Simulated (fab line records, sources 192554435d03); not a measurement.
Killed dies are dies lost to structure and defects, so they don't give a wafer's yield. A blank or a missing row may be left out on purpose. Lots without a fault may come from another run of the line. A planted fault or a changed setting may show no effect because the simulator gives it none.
fab line records | flow n5_finfet | part 1 of 2: steps 1 to 3 of 6
record lots=24 wafers=72 last_day=17
route steps=1938 shown HKMG_FIN@412 GATE_CUT@474
lots that met no fault: from a run of the same line without faults
start_h: hours from the record's first day to the start of the lot's first wafer shown | wait_h: hours since the lot's step before | " the same as in the row above | L1.1+2: a row that stands for several wafers | - no value, or no start given | * or withheld: withheld | < > ~ a bound
route shown NAME@n: a module of which the file shows steps, and the number in the route of the first | usual: mean/standard deviation of fault-free wafers | same: alike in all rows | chamber/n: place in a boat | sites: the reading at each site | _std_site: their standard deviation | _edge_site: outer sites' mean less inner sites' | radius_mm: how far each site lies from the wafer's centre | mask NAME#n: copy n | behind: the tool/chamber that last shaped the wafer | hold: why the lot was held/for how many hours/how that ended | device: the transistor (n, p or np) that didn't switch | end of line: the same wafers' tests at the end of the route | a step without rows: its recipe alone | killed: dies lost to structure and defects at the first sort, not the wafer's yield | map: a wafer's dies, x killed, . not, _ none there
set.NAME: the setting as run; set.NAME@STEP: as run at that earlier step | model.NAME: the simulator's own value behind a step, which no gauge read
steps of the route over a sample of lots; a table a step, a row a wafer
services: from which hour (start_h, from the record's first day; less than 0 if before it) a tool's chamber was out of use, for how many hours, and why
## steps
# step N5_HKMG_FIN_ALD_79
# recipe material=TiN target_thk_a=15 temp_c=400 ald_precursor_family=TiCl4 ald_co_reactant=NH3 pulse_time_s=1 purge_time_s=3 co_reactant_purge_time_s=2 co_reactant_pulse_time_s=2 ald_cycles=68 pressure_torr=3
# usual heater_power_w=891/110 precursor_pulse_height_rel=1.000/0.022
# same ald_cycles=68
# columns lot.wafer tool chamber start_h wait_h heater_power_w precursor_pulse_height_rel
L074.2 ald_metal-01 0 71.70 0.0 925 0.967
L074.3 " 3 " " 792 1.021
L074.5 " 1 " " 912 1.029
L075.1 ald_metal-04 2 82.17 0.0 793 0.998
L075.3 " 3 " " 1094 0.958
L075.5 " 0 " " 809 1.006
L076.1 ald_metal-04 1 84.28 0.2 918 1.011
L076.4 " 0 " " 827 0.988
L076.6 " 0 " " 831 1.000
L077.2 ald_metal-04 1 90.65 0.0 925 0.984
L077.5 " 3 " " 1125 1.032
L077.6 " 0 " " 822 0.991
L078.1 ald_metal-04 0 95.92 0.0 836 0.995
L078.2 " 2 " " 738 1.015
L078.4 " 3 " " 1076 0.989
L079.1 ald_metal-04 1 100.92 0.0 939 0.993
L079.2 " 0 " " 843 0.970
L079.5 " 0 " " 802 1.018
L080.2 ald_metal-04 1 109.39 0.0 909 1.004
L080.3 " 0 " " 825 1.012
L080.4 " 3 " " 1117 0.980
L081.2 ald_metal-02 3 116.10 0.0 753 1.019
L081.4 " 2 " " 1037 0.958
L081.5 " 1 " " 842 0.979
L082.1 ald_metal-02 0 122.49 0.0 794 0.971
L082.3 " 1 " " 825 0.977
L082.6 " 2 " " 1017 1.004
L083.1 ald_metal-01 2 134.44 0.0 1027 1.004
L083.2 " 0 " " 867 0.992
L083.3 " 1 " " 931 0.966
L084.2 ald_metal-01 3 136.08 0.0 810 0.976
L084.5 " 2 " " 997 1.039
L084.6 " 3 " " 803 0.957
L085.1 ald_metal-02 1 142.71 0.0 833 1.031
L085.4 " 1 " " 824 1.011
L085.5 " 3 " " 751 1.001
L086.2 ald_metal-04 2 146.49 0.0 760 0.995
L086.4 " 3 " " 1121 1.007
L086.6 " 2 " " 757 1.012
L087.1 ald_metal-01 2 150.95 0.0 1001 1.041
L087.3 " 0 " " 906 0.957
L087.5 " 3 " " 815 0.982
L088.1 ald_metal-04 0 160.36 0.0 828 0.980
L088.2 " 1 " " 912 1.022
L088.4 " 2 " " 764 0.986
L089.2 ald_metal-04 2 162.29 0.0 792 1.014
L089.3 " 0 " " 799 1.055
L089.5 " 0 " " 826 1.000
L090.2 ald_metal-04 0 171.52 0.0 825 0.988
L090.3 " 3 " " 1107 1.004
L090.4 " 2 " " 742 1.001
L091.3 ald_metal-02 1 173.35 0.0 841 1.022
L091.4 " 0 " " 776 0.946
L091.6 " 3 " " 750 0.993
L092.1 ald_metal-01 2 183.99 0.0 1010 1.031
L092.2 " 1 " " 920 1.010
L092.5 " 1 " " 906 1.046
L093.4 ald_metal-01 2 187.58 0.0 1003 0.969
L093.5 " 2 " " 1003 1.033
L093.6 " 3 " " 810 1.017
L094.2 ald_metal-01 3 195.42 0.0 799 1.010
L094.3 " 1 " " 916 0.986
L094.4 " 2 " " 1010 1.024
L095.1 ald_metal-02 0 200.00 0.0 782 0.983
L095.4 " 1 " " 830 1.015
L095.5 " 2 " " 1013 1.000
L096.1 ald_metal-04 1 206.48 0.0 916 1.012
L096.2 " 2 " " 760 1.073
L096.6 " 1 " " 936 0.988
L097.1 ald_metal-01 3 212.74 0.0 800 0.969
L097.3 " 2 " " 987 1.010
L097.5 " 2 " " 981 0.972
# step N5_HKMG_FIN_STRIP_19
# recipe chemistry=N2/H2 power_w=2500 temp_c=300 h2_frac=0.65 time_s=360 pressure_mtorr=withheld n2_flow_sccm=1750 h2_flow_sccm=3250
# usual drypump_motor_current_A=5.7/0.41 h2_flow_sccm=3251/9.1 heater_power_w=486/45
# columns lot.wafer tool chamber start_h wait_h drypump_motor_current_A h2_flow_sccm heater_power_w rf_hours_counter_h
L074.2 plasma_asher-02 0 74.50 0.0 5.9 3252 433 28
L074.3 " 0 " " 5.9 3273 435 -
L074.5 " 0 " " 5.9 3268 445 -
L075.1 plasma_asher-01 1 84.83 0.0 6.2 3257 447 98
L075.3 " 0 " " 5.2 3255 501 -
L075.5 " 0 " " 5.2 3255 501 -
L076.1 plasma_asher-02 1 87.25 0.0 5.6 3248 570 30
L076.4 " 1 " " 5.6 3260 561 -
L076.6 " 1 " " 5.6 3242 565 -
L077.2 plasma_asher-01 1 93.25 0.0 6.2 3254 454 100
L077.5 " 1 " " 6.2 3248 447 -
L077.6 " 0 " " 5.2 3254 506 -
L078.1 plasma_asher-01 0 99.19 0.0 5.2 3238 516 101
L078.2 " 1 " " 6.2 3260 443 101
L078.4 " 0 " " 5.2 3244 518 -
L079.1 plasma_asher-01 1 103.39 0.0 6.2 3246 442 102
L079.2 " 0 " " 5.2 3259 504 102
L079.5 " 1 " " 6.2 3251 452 -
L080.2 plasma_asher-02 1 112.91 0.0 5.6 3242 564 35
L080.3 " 1 " " 5.6 3241 565 -
L080.4 " 0 " " 5.8 3237 443 -
L081.2 plasma_asher-02 0 118.67 0.0 5.9 3254 453 37
L081.4 " 0 " " 5.9 3255 451 -
L081.5 " 1 " " 5.6 3258 556 -
L082.1 plasma_asher-01 0 125.09 0.0 5.2 3251 517 105
L082.3 " 1 " " 6.2 3250 452 -
L082.6 " 0 " " 5.2 3240 517 -
L083.1 plasma_asher-01 0 136.97 0.0 5.2 3247 510 107
L083.2 " 1 " " 6.2 3267 455 107
L083.3 " 1 " " 6.2 3263 442 -
L084.2 plasma_asher-01 1 138.56 0.0 6.2 3262 443 107
L084.5 " 1 " " 6.2 3240 441 -
L084.6 " 0 " " 5.2 3235 523 -
L085.1 plasma_asher-02 1 145.51 0.0 5.6 3237 563 42
L085.4 " 0 " " 5.9 3250 438 -
L085.5 " 0 " " 5.9 3237 442 -
L086.2 plasma_asher-01 1 149.17 0.0 6.2 3251 451 110
L086.4 " 1 " " 6.2 3249 433 -
L086.6 " 1 " " 6.2 3245 448 -
L087.1 plasma_asher-02 0 154.06 0.0 5.9 3242 449 44
L087.3 " 1 " " 5.6 3262 552 -
L087.5 " 1 " " 5.6 3258 568 -
L088.1 plasma_asher-01 0 163.03 0.0 5.2 3251 518 113
L088.2 " 1 " " 6.2 3248 447 113
L088.4 " 1 " " 6.2 3246 441 -
L089.2 plasma_asher-01 1 164.89 0.0 6.2 3257 445 113
L089.3 " 1 " " 6.2 3255 451 -
L089.5 " 1 " " 6.2 3260 434 -
L090.2 plasma_asher-01 1 174.00 0.0 6.2 3246 452 115
L090.3 " 0 " " 5.2 3242 502 -
L090.4 " 1 " " 6.2 3249 441 -
L091.3 plasma_asher-01 1 176.28 0.1 6.2 3260 449 -
L091.4 " 0 " " 5.2 3251 497 -
L091.6 " 1 " " 6.2 3253 461 -
L092.1 plasma_asher-01 0 186.59 0.0 5.2 3259 517 118
L092.2 " 1 " " 6.2 3254 454 118
L092.5 " 1 " " 6.2 3253 455 -
L093.4 plasma_asher-02 0 190.19 0.1 5.8 3240 444 -
L093.5 " 1 " " 5.6 3264 553 -
L093.6 " 0 " " 5.9 3264 436 -
L094.2 plasma_asher-01 0 198.16 0.0 5.2 3244 505 120
L094.3 " 1 " " 6.2 3233 436 -
L094.4 " 0 " " 5.2 3235 513 -
L095.1 plasma_asher-02 1 202.62 0.0 5.6 3253 553 52
L095.4 " 0 " " 5.9 3253 436 -
L095.5 " 0 " " 5.9 3256 437 -
L096.1 plasma_asher-01 1 209.28 0.0 6.2 3256 441 123
L096.2 " 0 " " 5.2 3245 504 123
L096.6 " 0 " " 5.2 3251 510 -
L097.1 plasma_asher-01 1 215.33 0.0 6.2 3250 445 124
L097.3 " 1 " " 6.2 3243 449 -
L097.5 " 1 " " 6.2 3263 441 -
# step N5_HKMG_FIN_STRIP_89
# recipe chemistry=N2/H2 material=SOC time_s=20 power_w=500 temp_c=40 pressure_mtorr=50 rf_frequency_hz=6e+07 bias_power_w=8 h2_frac=0.5 n2_flow_sccm=300 h2_flow_sccm=300
# usual drypump_motor_current_A=5.6/0.49 h2_flow_sccm=300.0/0.83 oes_product_au=0.78/0.078 power_w=499.9/1.5 rf_vpp_V=54.2/0.86 showerhead_plenum_p_Torr=3.36/0.11 throttle_valve_pct=19.1/0.32
# columns lot.wafer tool chamber start_h wait_h drypump_motor_current_A h2_flow_sccm oes_product_au power_w rf_hours_counter_h rf_vpp_V showerhead_plenum_p_Torr throttle_valve_pct
L074.2 rie_diel-06 0 75.28 0.0 5.1 301.4 0.76 500.1 157 55.1 3.49 19.6
L074.3 " 3 " " 4.9 300.1 0.85 499.5 42 53.5 3.30 19.3
L074.5 " 2 " " 5.2 299.4 0.84 501.9 - 55.8 3.28 19.3
L075.1 rie_diel-03 2 85.69 0.0 5.8 300.5 0.73 500.1 174 54.0 3.21 19.2
L075.3 " 1 " " 4.8 300.8 0.83 500.4 65 54.7 3.26 18.4
L075.5 " 2 " " 5.8 300.5 0.73 499.7 - 54.3 3.21 19.2
L076.1 rie_diel-01 1 88.03 0.0 5.7 301.8 0.70 497.6 233 52.4 3.31 19.4
L076.4 " 2 " " 5.1 299.4 0.81 496.4 80 55.3 3.54 19.3
L076.6 " 0 " " 5.6 299.8 0.75 501.6 - 54.4 3.33 19.0
L077.2 rie_diel-06 2 94.05 0.0 5.2 299.5 0.84 498.1 80 54.4 3.28 19.3
L077.5 " 2 " " 5.2 299.1 0.84 499.8 - 54.2 3.28 19.3
L077.6 " 3 " " 4.9 301.1 0.85 499.9 - 53.2 3.29 19.3
L078.1 rie_diel-03 2 100.06 0.0 5.7 300.5 0.72 500.2 181 53.3 3.21 19.2
L078.2 " 1 " " 4.9 298.1 0.82 500.4 70 55.3 3.26 18.4
L078.4 " 3 " " 5.8 299.9 0.66 499.7 245 52.8 3.42 19.3
L079.1 rie_diel-06 3 104.17 0.0 4.9 301.6 0.84 501.2 53 52.6 3.29 19.3
L079.2 " 2 " " 5.2 300.9 0.83 502.3 85 53.9 3.27 19.3
L079.5 " 0 " " 5.1 301.1 0.75 499.3 - 55.3 3.49 19.6
L080.2 rie_diel-03 2 113.93 0.0 5.8 301.6 0.71 500.6 185 54.3 3.20 19.2
L080.3 " 3 " " 5.8 299.2 0.66 500.9 249 53.6 3.42 19.3
L080.4 " 1 " " 4.9 300.6 0.83 499.4 74 55.1 3.26 18.4
L081.2 rie_diel-03 2 119.45 0.0 5.8 298.6 0.72 500.6 188 53.5 3.20 19.2
L081.4 " 2 " " 5.8 300.6 0.72 499.1 - 54.1 3.20 19.2
L081.5 " 0 " " 6.3 299.9 0.72 500.6 - 55.1 3.47 19.3
L082.1 rie_diel-06 2 125.88 0.0 5.2 298.8 0.83 497.8 93 54.5 3.27 19.3
L082.3 " 0 " " 5.1 299.9 0.74 498.8 175 55.8 3.48 19.6
L082.6 " 0 " " 5.0 300.2 0.74 498.1 - 54.6 3.48 19.6
L083.1 rie_diel-03 0 137.75 0.0 6.3 300.0 0.72 502.0 210 54.9 3.47 19.3
L083.2 " 1 " " 4.9 300.4 0.80 500.1 85 52.8 3.25 18.4
L083.3 " 2 " " 5.8 299.8 0.71 501.6 196 54.1 3.20 19.2
L084.2 rie_diel-03 1 139.35 0.0 4.8 300.5 0.81 501.1 85 52.8 3.25 18.4
L084.5 " 3 " " 5.8 299.5 1.00 498.6 - 53.6 3.42 18.9
L084.6 " 0 " " 6.3 300.6 0.72 500.7 - 53.3 3.47 19.4
L085.1 rie_diel-01 2 146.42 0.0 5.1 300.4 0.79 498.9 97 54.5 3.53 19.4
L085.4 " 0 " " 5.6 299.7 0.73 501.4 199 54.2 3.32 19.1
L085.5 " 1 " " 5.8 299.6 0.67 499.3 - 53.5 3.30 19.5
L086.2 rie_diel-01 2 149.95 0.0 5.1 300.4 0.78 499.3 99 54.6 3.53 19.4
L086.4 " 0 " " 5.6 299.9 0.73 498.0 - 54.1 3.32 19.1
L086.6 " 3 " " 6.5 299.8 0.88 497.8 - 53.9 3.56 18.7
L087.1 rie_diel-06 2 154.89 0.0 5.2 300.6 0.82 498.7 103 51.6 3.26 19.3
L087.3 " 0 " " 5.1 298.7 0.73 497.0 184 54.2 3.48 19.6
L087.5 " 1 " " 5.4 299.2 0.79 501.4 - 53.6 3.37 18.9
L088.1 rie_diel-03 2 163.81 0.0 5.7 300.4 0.71 501.9 205 54.4 3.19 19.2
L088.2 " 3 " " 5.8 299.8 0.94 498.5 9 53.8 3.42 18.9
L088.4 " 0 " " 6.3 299.8 0.71 502.2 220 55.0 3.46 19.4
L089.2 rie_diel-06 1 165.67 0.0 5.4 299.9 0.78 496.8 99 53.9 3.37 19.0
L089.3 " 2 " " 5.2 299.4 0.81 500.8 106 54.8 3.26 19.3
L089.5 " 1 " " 5.4 298.1 0.79 498.9 - 54.7 3.37 19.0
L090.2 rie_diel-01 3 174.86 0.0 6.6 300.1 0.86 500.0 48 53.3 3.55 18.7
L090.3 " 2 " " 5.2 299.3 0.78 500.0 109 54.4 3.52 19.4
L090.4 " 1 " " 5.8 300.0 0.97 500.6 5 54.3 3.30 19.1
L091.3 rie_diel-01 0 176.95 0.0 5.7 301.1 0.72 499.6 211 53.6 3.31 19.1
L091.4 " 1 " " 5.7 299.9 0.96 498.5 6 53.8 3.30 19.0
L091.6 " 1 " " 5.8 299.3 0.96 499.8 - 51.9 3.30 19.1
L092.1 rie_diel-01 1 187.37 0.0 5.8 300.0 0.95 498.6 9 53.9 3.30 19.1
L092.2 " 0 " " 5.6 299.6 0.72 499.1 214 53.7 3.31 19.1
L092.5 " 3 " " 6.5 299.5 0.86 502.5 - 55.7 3.55 18.7
L093.4 rie_diel-03 2 190.89 0.0 5.8 299.3 0.70 500.0 - 53.9 3.19 19.2
L093.5 " 1 " " 4.9 301.2 0.80 500.3 - 52.0 3.24 18.5
L093.6 " 3 " " 5.8 301.0 0.92 499.4 - 53.9 3.41 18.9
L094.2 rie_diel-03 2 198.97 0.0 5.8 300.5 0.69 500.2 218 53.9 3.19 19.2
L094.3 " 3 " " 5.8 299.0 0.91 499.5 21 55.2 3.41 18.9
L094.4 " 0 " " 6.3 300.8 0.70 499.4 227 55.0 3.46 19.4
L095.1 rie_diel-03 3 203.40 0.0 5.8 297.8 0.91 501.3 23 52.6 3.41 18.9
L095.4 " 1 " " 4.9 299.0 0.78 499.8 109 54.6 3.24 18.5
L095.5 " 2 " " 5.8 299.1 0.69 500.8 - 53.6 3.19 19.2
L096.1 rie_diel-06 3 210.21 0.0 4.9 300.7 0.79 499.1 90 53.5 3.27 19.4
L096.2 " 1 " " 5.4 300.3 0.77 498.1 114 52.6 3.36 19.0
L096.6 " 2 " " 5.2 301.2 0.79 497.2 - 53.8 3.25 19.4
L097.1 rie_diel-03 3 216.12 0.0 5.8 299.2 0.89 499.3 28 55.8 3.41 18.9
L097.3 " 2 " " 5.8 300.3 0.69 500.1 224 54.3 3.19 19.2
L097.5 " 0 " " 6.3 299.0 0.70 499.1 - 54.0 3.46 19.4
